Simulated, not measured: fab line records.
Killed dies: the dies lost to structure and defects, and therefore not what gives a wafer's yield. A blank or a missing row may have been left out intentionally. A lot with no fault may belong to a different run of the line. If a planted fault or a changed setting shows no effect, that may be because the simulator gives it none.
The tool behind it: which one?    flow n5Finfet    22 lots, 66 wafers sampled, at 6 steps of a route of 1938

WHAT THE GAUGES READ, wafer by wafer
The record lacks any reading of a measuring or inspecting step that a usual standard deviation could be used to judge.

EACH LOT AND THE TOOL THAT RAN IT (in order: tool; ch and the chambers of the sampled wafers; start)
lot   N5_MOL_CONTACT_COAG_ETCH_65       N5_BEOL_M0_SAQP_SPACER1_ETCHBACK_99  N5_BEOL_M0_SAQP_RECESS_104         N5_BEOL_M0_SAQP_ETCH_106          N5_BEOL_M0_SAQP_ETCH_49            N5_BEOL_M0_ANNEAL_119
L074  rieDiel-02 ch 0,2, day 5 06:46    rieDiel-05 ch 0,2,3, day 5 16:22     vaporEtch-02 ch 0, day 5 17:10     rieDiel-01 ch 0,1,2, day 5 17:42  rieDiel-05 ch 0,1,2, day 5 21:47   rtpAnneal-01 ch 0, day 6 04:14
L075  rieDiel-03 ch 0,1,3, day 5 08:18  rieDiel-04 ch 0,2,3, day 5 15:46     vaporEtch-02 ch 0,1, day 5 16:27   rieDiel-01 ch 1,2, day 5 16:58    rieDiel-05 ch 0,2,3, day 5 21:11   rtpAnneal-02 ch 0, day 6 04:16
L076  rieDiel-03 ch 0,2, day 5 15:49    rieDiel-04 ch 0,1, day 5 23:35       vaporEtch-01 ch 0,1, day 6 00:03   rieDiel-05 ch 1,2,3, day 6 00:45  rieDiel-05 ch 2,3, day 6 03:23     rtpAnneal-01 ch 0, day 6 08:54
L077  rieDiel-03 ch 0,1,2, day 6 00:05  rieDiel-05 ch 2,3, day 6 08:41       vaporEtch-02 ch 0,1, day 6 09:15   rieDiel-04 ch 0,1,3, day 6 09:53  rieDiel-01 ch 1,2,3, day 6 12:31   rtpAnneal-02 ch 0, day 6 18:37
L078  rieDiel-03 ch 1,2,3, day 6 00:35  rieDiel-01 ch 1,3, day 6 11:53       vaporEtch-02 ch 0,1, day 6 12:20   rieDiel-05 ch 1,2,3, day 6 12:47  rieDiel-04 ch 1,3, day 6 16:47     rtpAnneal-01 ch 0, day 6 22:12
L079  rieDiel-02 ch 0,3, day 6 05:56    rieDiel-01 ch 1,2, day 6 15:28       vaporEtch-01 ch 0,1, day 6 16:00   rieDiel-04 ch 0,3, day 6 16:27    rieDiel-05 ch 1,2, day 6 18:57     rtpAnneal-02 ch 0, day 7 00:07
L080  rieDiel-06 ch 0,1,2, day 6 17:37  rieDiel-04 ch 2,3, day 7 03:01       vaporEtch-01 ch 1, day 7 03:28     rieDiel-04 ch 1,2,3, day 7 04:00  rieDiel-04 ch 0,2,3, day 7 06:37   rtpAnneal-01 ch 0, day 7 13:16
L081  rieDiel-02 ch 1,2,3, day 6 21:25  rieDiel-04 ch 0,1,3, day 7 12:22     vaporEtch-02 ch 0,1, day 7 12:49   rieDiel-05 ch 0,1,2, day 7 13:22  rieDiel-05 ch 0,1,2, day 7 16:28   rtpAnneal-02 ch 0, day 7 21:31
L082  rieDiel-02 ch 1,3, day 7 02:07    rieDiel-04 ch 2,3, day 7 12:58       vaporEtch-01 ch 0,1, day 7 13:31   rieDiel-04 ch 1,2, day 7 13:58    rieDiel-04 ch 0,3, day 7 17:01     rtpAnneal-02 ch 0, day 7 20:51
L083  rieDiel-02 ch 0,2, day 7 06:26    rieDiel-05 ch 0,2,3, day 7 16:20     vaporEtch-02 ch 0,1, day 7 16:55   rieDiel-05 ch 0,1,2, day 7 17:22  rieDiel-05 ch 0,2, day 7 20:04     rtpAnneal-01 ch 0, day 8 04:49
L084  rieDiel-02 ch 1,2,3, day 7 19:29  rieDiel-05 ch 0,1,2, day 8 04:46     vaporEtch-02 ch 1, day 8 05:13     rieDiel-04 ch 1,3, day 8 05:40    rieDiel-04 ch 0,1, day 8 09:11     rtpAnneal-01 ch 0, day 8 13:20
L085  rieDiel-02 ch 1,2,3, day 7 19:53  rieDiel-04 ch 0,2,3, day 8 06:31     vaporEtch-01 ch 0,1, day 8 06:59   rieDiel-05 ch 0,2,3, day 8 07:26  rieDiel-04 ch 0,1,2, day 8 10:09   rtpAnneal-02 ch 0, day 8 13:43
L086  rieDiel-06 ch 0,3, day 8 07:42    rieDiel-04 ch 0,1, day 8 16:41       vaporEtch-02 ch 0,1, day 8 17:16   rieDiel-01 ch 2,3, day 8 17:35    rieDiel-05 ch 0,3, day 8 20:10     rtpAnneal-02 ch 0, day 9 07:11
L087  rieDiel-03 ch 1,2,3, day 8 12:50  rieDiel-04 ch 1,2, day 8 22:44       vaporEtch-02 ch 0,1, day 8 23:19   rieDiel-01 ch 1,2,3, day 8 23:38  rieDiel-01 ch 2,3, day 9 02:14     rtpAnneal-02 ch 0, day 9 09:11
L088  rieDiel-03 ch 0,1,2, day 8 17:24  rieDiel-05 ch 2,3, day 9 01:02       vaporEtch-01 ch 0,1, day 9 01:33   rieDiel-04 ch 0,3, day 9 02:00    rieDiel-04 ch 1,2, day 9 04:35     rtpAnneal-01 ch 0, day 9 09:41
L089  rieDiel-02 ch 1,2, day 8 19:51    rieDiel-05 ch 1,2, day 9 05:51       vaporEtch-02 ch 0,1, day 9 06:23   rieDiel-05 ch 2,3, day 9 06:50    rieDiel-01 ch 1,3, day 9 09:53     rtpAnneal-02 ch 0, day 9 15:36
L090  rieDiel-02 ch 1,3, day 9 02:22    rieDiel-04 ch 1,2,3, day 9 11:24     vaporEtch-01 ch 0,1, day 9 11:59   rieDiel-01 ch 1,2, day 9 12:19    rieDiel-04 ch 1,2,3, day 9 15:41   rtpAnneal-02 ch 0, day 9 21:40
L091  rieDiel-02 ch 0,2,3, day 9 09:32  rieDiel-05 ch 1,2,3, day 9 17:10     vaporEtch-02 ch 0, day 9 17:37     rieDiel-05 ch 1,3, day 9 18:04    rieDiel-05 ch 1,2,3, day 9 20:41   rtpAnneal-01 ch 0, day 10 01:26
L092  rieDiel-02 ch 2,3, day 9 14:35    rieDiel-01 ch 1,2,3, day 9 23:12     vaporEtch-02 ch 0,1, day 9 23:39   rieDiel-01 ch 1,2, day 10 00:06   rieDiel-01 ch 1,2, day 10 02:51    rtpAnneal-02 ch 0, day 10 08:23
L093  rieDiel-06 ch 1,2, day 9 20:15    rieDiel-04 ch 0,3, day 10 05:14      vaporEtch-02 ch 0,1, day 10 05:42  rieDiel-05 ch 0,3, day 10 06:09   rieDiel-05 ch 0,1,2, day 10 08:28  rtpAnneal-01 ch 0, day 10 14:26
L094  rieDiel-02 ch 0,1,2, day 9 23:12  rieDiel-01 ch 1,2, day 10 07:27      vaporEtch-01 ch 0,1, day 10 07:59  rieDiel-01 ch 1,3, day 10 08:26   rieDiel-04 ch 1,2,3, day 10 10:44  rtpAnneal-01 ch 0, day 10 16:22
L095  rieDiel-02 ch 0,3, day 10 08:43   rieDiel-01 ch 2,3, day 10 17:07      vaporEtch-02 ch 0,1, day 10 17:35  rieDiel-04 ch 0,3, day 10 18:02   rieDiel-01 ch 1,2,3, day 10 20:22  rtpAnneal-01 ch 0, day 11 04:30
- N5_MOL_CONTACT_COAG_ETCH_65: etches underlayer in N2/H2, target depth 13 nm, time 10.4 s.
- N5_BEOL_M0_SAQP_SPACER1_ETCHBACK_99: etches SiO2 in CHF3/O2, target depth 15.4 nm, time 7.7 s.
- N5_BEOL_M0_SAQP_RECESS_104: chemistry HF/NH3, target SiO2, target depth 18 nm, afs cycles 3, sublimation time 60 s.
- N5_BEOL_M0_SAQP_ETCH_106: etches SOC in N2/H2, stops on SiNx, target depth 150 nm.
- N5_BEOL_M0_SAQP_ETCH_49: etches SiO2 in CF4/O2, target depth 37 nm.
- N5_BEOL_M0_ANNEAL_119: time 90 s.

WHAT THE TOOLS THEMSELVES READ (means of the sampled wafers that have a number; where no wafer has one, the mark that the record gives instead)
N5_MOL_CONTACT_COAG_ETCH_65. Usual: drypumpMotorCurrentA 5.65 A, standard deviation 0.26; etchRfOnTimeS 10.39 s, standard deviation 0.3; oesProductAu 0.63 a.u., standard deviation 0.05; rfVppV 524.0 V, standard deviation 2.2; showerheadPlenumPTorr 2.55 Torr, standard deviation 0.076; throttleValvePct 17.96 %, standard deviation 0.22.
lot   tool        drypumpMotorCurrentA (A)  etchRfOnTimeS (s)  oesProductAu (a.u.)  rfVppV (V)  showerheadPlenumPTorr (Torr)  throttleValvePct (%)  flag
L074  rieDiel-02  5.53                      10.69              0.61                 523.3       2.52                          17.71                 
L075  rieDiel-03  5.60                      10.34              0.69                 525.1       2.61                          17.89                 
L076  rieDiel-03  5.93                      10.41              0.64                 522.6       2.50                          17.90                 
L077  rieDiel-03  5.65                      10.25              0.64                 522.8       2.54                          17.92                 
L078  rieDiel-03  5.77                      10.49              0.67                 525.5       2.62                          17.82                 
L079  rieDiel-02  5.58                      10.43              0.62                 523.8       2.52                          18.05                 
L080  rieDiel-06  5.83                      10.19              0.63                 523.9       2.53                          18.11                 
L081  rieDiel-02  5.62                      10.23              0.63                 523.3       2.56                          18.08                 
L082  rieDiel-02  5.66                      10.30              0.63                 524.2       2.55                          18.23                 
L083  rieDiel-02  5.50                      10.78              0.59                 523.3       2.51                          17.73                 
L084  rieDiel-02  5.61                      10.13              0.63                 524.5       2.55                          18.09                 
L085  rieDiel-02  5.59                      10.15              0.63                 524.2       2.55                          18.09                 
L086  rieDiel-06  5.44                      10.49              0.63                 522.4       2.50                          17.76                 
L087  rieDiel-03  5.77                      10.50              0.64                 525.6       2.61                          17.85                 
L088  rieDiel-03  5.66                      10.26              0.62                 524.0       2.53                          17.97                 
L089  rieDiel-02  5.55                      10.19              0.62                 523.1       2.55                          17.96                 
L090  rieDiel-02  5.77                      10.20              0.62                 524.1       2.58                          18.23                 
L091  rieDiel-02  5.51                      10.51              0.60                 522.9       2.51                          17.96                 
L092  rieDiel-02  5.49                      10.15              0.62                 523.0       2.51                          18.16                 
L093  rieDiel-06  5.71                      10.41              0.68                 524.2       2.59                          18.03                 
L094  rieDiel-02  5.65                      10.45              0.60                 523.4       2.54                          17.94                 
L095  rieDiel-02  5.57                      10.44              0.61                 522.8       2.50                          18.12                 

N5_BEOL_M0_SAQP_SPACER1_ETCHBACK_99. Usual: drypumpMotorCurrentA 5.7 A, standard deviation 0.42; oesProductAu 0.80 a.u., standard deviation 0.076; rfVppV 521 V, standard deviation 11; showerheadPlenumPTorr 2.42 Torr, standard deviation 0.085; throttleValvePct 18.87 %, standard deviation 0.15.
lot   tool        drypumpMotorCurrentA (A)  oesProductAu (a.u.)  rfVppV (V)  showerheadPlenumPTorr (Torr)  throttleValvePct (%)  flag
L074  rieDiel-05  5.8                       0.75                 529         2.46                          18.99                 
L075  rieDiel-04  5.5                       0.71                 518         2.33                          18.92                 
L076  rieDiel-04  5.3                       0.82                 516         2.47                          18.84                 
L077  rieDiel-05  5.9                       0.75                 518         2.46                          18.90                 
L078  rieDiel-01  6.1                       0.82                 517         2.41                          18.75                 
L079  rieDiel-01  5.5                       0.84                 512         2.36                          18.86                 
L080  rieDiel-04  5.7                       0.78                 525         2.38                          18.85                 
L081  rieDiel-04  5.5                       0.78                 518         2.41                          18.92                 
L082  rieDiel-04  5.6                       0.77                 525         2.37                          18.85                 
L083  rieDiel-05  5.8                       0.82                 527         2.45                          18.89                 
L084  rieDiel-05  5.8                       0.85                 531         2.41                          18.95                 
L085  rieDiel-04  5.5                       0.78                 522         2.42                          18.81                 
L086  rieDiel-04  5.6                       0.82                 520         2.50                          18.89                 
L087  rieDiel-04  5.7                       0.88                 529         2.55                          18.79                 
L088  rieDiel-05  5.6                       0.77                 530         2.43                          18.99                 
L089  rieDiel-05  5.6                       0.79                 533         2.39                          19.06                 
L090  rieDiel-04  5.7                       0.90                 528         2.55                          18.71                 
L091  rieDiel-05  5.9                       0.77                 523         2.41                          19.00                 
L092  rieDiel-01  5.8                       0.79                 515         2.37                          18.86                 
L093  rieDiel-04  5.5                       0.88                 523         2.51                          18.74                 
L094  rieDiel-01  5.9                       0.80                 511         2.35                          18.79                 
L095  rieDiel-01  5.4                       0.77                 515         2.37                          18.99                 

N5_BEOL_M0_SAQP_RECESS_104. Usual: drypumpMotorCurrentA at 5.41 A, with a standard deviation of 0.19.
lot   tool          drypumpMotorCurrentA (A)  flag
L074  vaporEtch-02  5.49                      
L075  vaporEtch-02  5.37                      
L076  vaporEtch-01  5.52                      
L077  vaporEtch-02  5.45                      
L078  vaporEtch-02  5.43                      
L079  vaporEtch-01  5.34                      
L080  vaporEtch-01  5.70                      
L081  vaporEtch-02  5.37                      
L082  vaporEtch-01  5.53                      
L083  vaporEtch-02  5.43                      
L084  vaporEtch-02  5.31                      
L085  vaporEtch-01  5.34                      
L086  vaporEtch-02  5.42                      
L087  vaporEtch-02  5.36                      
L088  vaporEtch-01  5.35                      
L089  vaporEtch-02  5.44                      
L090  vaporEtch-01  5.54                      
L091  vaporEtch-02  5.49                      
L092  vaporEtch-02  5.39                      
L093  vaporEtch-02  5.43                      
L094  vaporEtch-01  5.53                      
L095  vaporEtch-02  5.35                      

N5_BEOL_M0_SAQP_ETCH_106. Usual: drypumpMotorCurrentA 5.8 A, standard deviation 0.42; oesProductAu 0.80 a.u., standard deviation 0.072; rfVppV 241.0 V, standard deviation 1.5; showerheadPlenumPTorr 2.55 Torr, standard deviation 0.095; throttleValvePct 17.75 %, standard deviation 0.19.
lot   tool        drypumpMotorCurrentA (A)  oesProductAu (a.u.)  rfVppV (V)  showerheadPlenumPTorr (Torr)  throttleValvePct (%)  flag
L074  rieDiel-01  5.9                       0.80                 240.2       2.52                          17.73                 
L075  rieDiel-01  5.9                       0.85                 239.3       2.48                          17.65                 
L076  rieDiel-05  5.9                       0.78                 241.5       2.56                          17.89                 
L077  rieDiel-04  5.5                       0.77                 240.4       2.54                          17.71                 
L078  rieDiel-05  5.9                       0.78                 240.9       2.56                          17.90                 
L079  rieDiel-04  5.3                       0.73                 239.9       2.48                          17.65                 
L080  rieDiel-04  5.7                       0.83                 240.9       2.60                          17.65                 
L081  rieDiel-05  5.8                       0.85                 240.4       2.55                          17.88                 
L082  rieDiel-04  5.7                       0.91                 242.9       2.71                          17.46                 
L083  rieDiel-05  5.8                       0.84                 240.7       2.55                          17.89                 
L084  rieDiel-04  5.7                       0.73                 240.4       2.49                          17.85                 
L085  rieDiel-05  5.8                       0.80                 241.3       2.60                          17.91                 
L086  rieDiel-01  5.7                       0.77                 240.5       2.51                          17.66                 
L087  rieDiel-01  5.8                       0.79                 239.8       2.49                          17.68                 
L088  rieDiel-04  5.5                       0.88                 241.5       2.64                          17.50                 
L089  rieDiel-05  5.9                       0.73                 241.6       2.60                          17.96                 
L090  rieDiel-01  5.9                       0.81                 240.1       2.47                          17.71                 
L091  rieDiel-05  6.1                       0.75                 239.6       2.50                          17.84                 
L092  rieDiel-01  6.0                       0.80                 239.3       2.47                          17.72                 
L093  rieDiel-05  6.0                       0.82                 242.4       2.60                          17.84                 
L094  rieDiel-01  6.1                       0.77                 240.7       2.51                          17.61                 
L095  rieDiel-04  5.3                       0.79                 242.2       2.57                          17.57                 

N5_BEOL_M0_SAQP_ETCH_49. Usual: drypumpMotorCurrentA 5.7 A, standard deviation 0.4; oesProductAu 0.82 a.u., standard deviation 0.075; rfVppV 240 V, standard deviation 5.1; showerheadPlenumPTorr 2.23 Torr, standard deviation 0.078; throttleValvePct 15.81 %, standard deviation 0.17.
lot   tool        drypumpMotorCurrentA (A)  oesProductAu (a.u.)  rfVppV (V)  showerheadPlenumPTorr (Torr)  throttleValvePct (%)  flag
L074  rieDiel-05  5.8                       0.76                 244         2.21                          16.00                 
L075  rieDiel-05  5.8                       0.74                 243         2.25                          16.01                 
L076  rieDiel-05  5.9                       0.75                 239         2.25                          15.94                 
L077  rieDiel-01  5.8                       0.84                 237         2.18                          15.72                 
L078  rieDiel-04  5.8                       0.82                 241         2.26                          15.87                 
L079  rieDiel-05  5.6                       0.80                 246         2.20                          15.95                 
L080  rieDiel-04  5.5                       0.80                 240         2.21                          15.76                 
L081  rieDiel-05  5.8                       0.86                 245         2.21                          15.87                 
L082  rieDiel-04  5.5                       0.72                 238         2.13                          15.92                 
L083  rieDiel-05  5.5                       0.85                 247         2.23                          15.88                 
L084  rieDiel-04  5.3                       0.79                 236         2.24                          15.79                 
L085  rieDiel-04  5.5                       0.85                 240         2.30                          15.71                 
L086  rieDiel-05  6.1                       0.79                 237         2.27                          15.87                 
L087  rieDiel-01  5.7                       0.79                 238         2.19                          15.85                 
L088  rieDiel-04  5.7                       0.89                 245         2.34                          15.64                 
L089  rieDiel-01  6.1                       0.79                 238         2.19                          15.74                 
L090  rieDiel-04  5.7                       0.89                 244         2.34                          15.66                 
L091  rieDiel-05  5.8                       0.76                 240         2.21                          15.99                 
L092  rieDiel-01  5.5                       0.81                 235         2.15                          15.83                 
L093  rieDiel-05  5.8                       0.83                 244         2.20                          15.91                 
L094  rieDiel-04  5.7                       0.88                 244         2.34                          15.66                 
L095  rieDiel-01  5.8                       0.79                 236         2.17                          15.81                 

N5_BEOL_M0_ANNEAL_119. Usual: wafer_temp_C_max at 226.12, with a standard deviation of 0.24.
lot   tool          wafer_temp_C_max  flag
L074  rtpAnneal-01  226.27            
L075  rtpAnneal-02  225.97            
L076  rtpAnneal-01  226.16            
L077  rtpAnneal-02  226.00            
L078  rtpAnneal-01  226.14            
L079  rtpAnneal-02  225.98            
L080  rtpAnneal-01  226.46            
L081  rtpAnneal-02  226.56            
L082  rtpAnneal-02  226.14            
L083  rtpAnneal-01  226.09            
L084  rtpAnneal-01  226.65            
L085  rtpAnneal-02  225.98            
L086  rtpAnneal-02  225.81            
L087  rtpAnneal-02  225.72            
L088  rtpAnneal-01  226.08            
L089  rtpAnneal-02  226.14            
L090  rtpAnneal-02  226.04            
L091  rtpAnneal-01  226.04            
L092  rtpAnneal-02  226.18            
L093  rtpAnneal-01  226.26            
L094  rtpAnneal-01  226.24            
L095  rtpAnneal-01  226.32            

THE ANSWER, worked out from the rows above alone
Rule: a lot counts as off when the mean over its wafers that have a number is more than 3 standard deviations away from the usual mean. Also off: a lot with no number at a reading for which 4 or more lots have one. The other lots that the step has rows for count as sound. Order of review: gauges by route order, followed by the tools' own readings, for which a lot's mean as printed above is used. The first step at which some lot is off is used, and at that step the reading that is off furthest; a lot without a number counts as furthest.
No lot is off at any reading shown: from this, nothing can be told.

WHAT THE SIMULATOR HAD INSERTED
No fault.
